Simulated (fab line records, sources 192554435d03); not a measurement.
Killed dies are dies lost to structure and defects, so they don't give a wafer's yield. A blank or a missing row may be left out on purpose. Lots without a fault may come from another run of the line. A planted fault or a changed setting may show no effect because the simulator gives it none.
One fault seen from 2 desks | flow n5_finfet | each desk has only its own numbers; what lay behind them comes last

THE TOOL OWNER'S DESK: rie_diel-03
The tool's own readings at N5_FIN_SAQP_ETCH_51 (etches SiARC in CF4, target depth 45.5 nm, time 75.8 s): means of the sampled wafers that have a number, for each lot that ran on this tool. A lot is out of limits, marked OUT, if its mean lies more than 4 standard deviations from the usual mean; the brackets give that distance.
Columns: A = drypump_motor_current_A at N5_FIN_SAQP_ETCH_51, usual 5.9 A; B = etch_rf_on_time_s at N5_FIN_SAQP_ETCH_51, usual 75.2 s; C = mfc_ar_sccm at N5_FIN_SAQP_ETCH_51, usual 99.9 sccm; D = oes_product_au at N5_FIN_SAQP_ETCH_51, usual 0.69 a.u.; E = rf_vpp_V at N5_FIN_SAQP_ETCH_51, usual 184.2 V; F = showerhead_plenum_p_Torr at N5_FIN_SAQP_ETCH_51, usual 2.16 Torr; G = throttle_valve_pct at N5_FIN_SAQP_ETCH_51, usual 15.64 %
lot  | first seen here | A   | B              | C     | D    | E     | F    | G
L181 | day 1 21:26     | 6.2 | 76.4           | 99.9  | 0.74 | 183.4 | 2.14 | 15.58
L183 | day 2 09:58     | 6.4 | 74.9           | 100.2 | 0.74 | 184.1 | 2.17 | 15.63
L193 | day 5 00:38     | 6.3 | 74.3           | 100.1 | 0.72 | 184.0 | 2.20 | 15.81
L199 | day 6 10:46     | 6.2 | 98.0 (+12) OUT | 100.1 | 0.70 | 183.4 | 2.14 | 15.46
This desk's finding: out of limits on L199; first on L199, day 6 10:46 (etch_rf_on_time_s at N5_FIN_SAQP_ETCH_51). In limits: L181, L183, L193.

THE METROLOGY DESK
What the gauges read, lot by lot, whatever tool the lot ran on: means of the sampled wafers that have a number. A lot is out of limits, marked OUT, if its mean lies more than 4 standard deviations from the usual mean; the brackets give that distance. Of its 11 readings 7 are shown: those that lie furthest out on some lot.
Columns: A = DIBL_N at N5_BEOL_M4_RC_MEAS_101, usual 36.0 mV/V; B = DIBL_P at N5_BEOL_M4_RC_MEAS_101, usual 36.2 mV/V; C = IOFF_N at N5_BEOL_M4_RC_MEAS_101, usual 0.154 nA/um; D = IOFF_P at N5_BEOL_M4_RC_MEAS_101, usual 0.21 nA/um; E = ION_N at N5_BEOL_M4_RC_MEAS_101, usual 675 uA/um; F = SS_N at N5_BEOL_M4_RC_MEAS_101, usual 71.4 mV/dec; G = VT_P at N5_BEOL_M4_RC_MEAS_101, usual -251 mV
lot  | first seen here | A    | B    | C     | D    | E   | F    | G
L181 | day 1 20:42     | 36.0 | 35.5 | 0.156 | 0.26 | 670 | 71.0 | -243
L182 | day 2 02:37     | 37.4 | 36.8 | 0.166 | 0.23 | 686 | 72.2 | -248
L183 | day 2 09:04     | 36.1 | 37.6 | 0.175 | 0.23 | 678 | 71.9 | -251
L185 | day 2 21:07     | 36.7 | 37.4 | 0.164 | 0.21 | 678 | 71.7 | -248
L186 | day 3 03:10     | 36.9 | 38.7 | 0.164 | 0.20 | 681 | 71.4 | -251
L188 | day 3 14:29     | 36.4 | 36.4 | 0.141 | 0.19 | 668 | 71.7 | -253
L193 | day 4 23:54     | 37.2 | 37.4 | 0.155 | 0.20 | 662 | 72.3 | -251
L199 | day 6 10:04     | 38.2 | 37.8 | 0.199 | 0.24 | 682 | 72.3 | -248
L204 | day 7 15:52     | 36.6 | 37.1 | 0.162 | 0.22 | 673 | 71.7 | -251
This desk's finding: nothing out of limits on any of the 9 lots.

PUT TOGETHER
The tool owner's desk could have raised an alarm at day 6 10:46, on L199.
The metrology desk saw nothing out of limits.
The metrology desk has L199 on record, within its limits.
Of the lots named, all ran N5_FIN_SAQP_ETCH_51 on rie_diel-03.

WHAT THE SIMULATOR HAD PUT IN
Process parameter drift: rie_diel-03, from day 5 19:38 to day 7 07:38, at N5_FIN_SAQP_ETCH_51. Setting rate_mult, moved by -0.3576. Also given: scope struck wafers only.
Lots struck among those shown: L199.
Hours from the fault's start to each desk's first reading out of limits: the tool owner's desk, 15.
